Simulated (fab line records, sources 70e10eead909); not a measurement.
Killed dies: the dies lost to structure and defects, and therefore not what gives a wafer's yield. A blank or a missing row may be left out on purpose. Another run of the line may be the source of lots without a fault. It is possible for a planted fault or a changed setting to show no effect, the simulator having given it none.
Problem report in the 8D (eight disciplines) form, filled by code / flow nand_harc / the parts of the form that need people (team, actions taken, sign-off) are left out

1. THE PROBLEM
Wafers without a fault read 27, standard deviation 11; killed_at_array at NHARC_END_SORT_01 reads a mean of 670 on 5 wafers belonging to 3 lots. Relative to the usual mean, that is a shift of +58 standard deviations.
First seen on wafer L642.4, day 22 04:35, on prober-01. The record holds 7 wafers of 3 lots with a number at this step. Rule for "out", or "out of limits": more than 4 standard deviations from the usual mean. All remaining wafers that have a number are taken as sound.

2. WHAT IT IS, AND WHAT IT ISN'T
question=which readings at this step | is=killed_at_array, killed_dies | is not=killed_at_other, killed_open, killed_short
question=which lots | is=L642, L644, L646 | is not=-
question=which wafers of those lots | is=L642.4, L644.3, L644.4, L646.3, L646.4 | is not=L642.5, L646.2
question=read on which gauges | is=prober-01 | is not=-
question=when | is=from day 22 04:35 | is not=up to then (0 sound wafers); but 2 sound wafers of L642, L646 came after

3. SUSPECTS, AND WHAT RULES EACH OUT
Counting: any tool at a process step up to the reading remains a suspect provided it ran every lot that is out. Sound lots after the first of them don't rule it out here, since some wafers of a struck lot are sound.
- the gauge at NHARC_END_SORT_01: ruled out. All the wafers that are out were read on prober-01, but those of them that NHARC_A_STAIRCASE_ETCH_197 has rows for are out there too, on other tools.
- rie_diel-04 at NHARC_A_STAIRCASE_ETCH_197 (etches the open film in C4F8/O2, target depth 100 nm, time 40.5 s): kept. It ran every lot that is out, first L642 (day 14 09:35). On those wafers its own readings are out: run_length_s.
- rie_diel-04 at NHARC_A_STAIRCASE_TRIM_200 (chemistry O2, time 211.2 s): kept. It ran every lot that is out, first L642 (day 22 04:35). With no start given for some of its lots, NHARC_A_STAIRCASE_TRIM_200 uses the hours and lot order of NHARC_END_SORT_01.
Remaining after the count are rie_diel-04 at NHARC_A_STAIRCASE_ETCH_197 and rie_diel-04 at NHARC_A_STAIRCASE_TRIM_200.

4. THE CAUSE (what the simulator had put in)
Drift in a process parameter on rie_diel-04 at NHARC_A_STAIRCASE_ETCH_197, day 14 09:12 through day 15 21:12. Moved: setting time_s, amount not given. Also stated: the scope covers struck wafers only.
After counting, 2 suspects remain, this tool included.

5. THE EFFECT CHAIN, in route order
Each row: a reading whose mean over the struck wafers that have a number lies more than 3 standard deviations from the usual. Scope: only readings with a usual standard deviation given in the record; hours: median across lots of the time from each lot's start at the first step in this table that gives one to its start at this step; sigmas: change in usual standard deviations.
hours=0; step=NHARC_A_STAIRCASE_ETCH_197; reading=run_length_s; usual=61.7 s; on struck wafers=48.4; change=-13.3; sigmas=-24
hours=205; step=NHARC_END_SORT_01; reading=killed_at_array; usual=27; on struck wafers=670; change=+643; sigmas=+58
hours=205; step=NHARC_END_SORT_01; reading=killed_dies; usual=31; on struck wafers=677; change=+646; sigmas=+54
Here are the process steps it includes:
- NHARC_A_STAIRCASE_ETCH_197: etches the open film in C4F8/O2, target depth 100 nm, time 40.5 s.
Readings that are blank on the struck wafers while sound wafers have them: rf_fwd_power_W at NHARC_A_STAIRCASE_ETCH_197.

6. WHAT WOULD HAVE CAUGHT IT SOONER
Counted from the fault's start at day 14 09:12, it took 187 hours until the first out-of-limits reading at a measuring or inspecting step in this record, taken at day 22 04:35.
At NHARC_A_STAIRCASE_ETCH_197, the tool's own readings (run_length_s) were out on each struck wafer the step has a row for, so an alarm limit on them would have fired on the first such wafer.
Each of the lots that are out, 3 in all, had begun NHARC_A_STAIRCASE_ETCH_197 on rie_diel-04 no later than day 22 04:35. Tool hold at that time: it would have spared none of them.
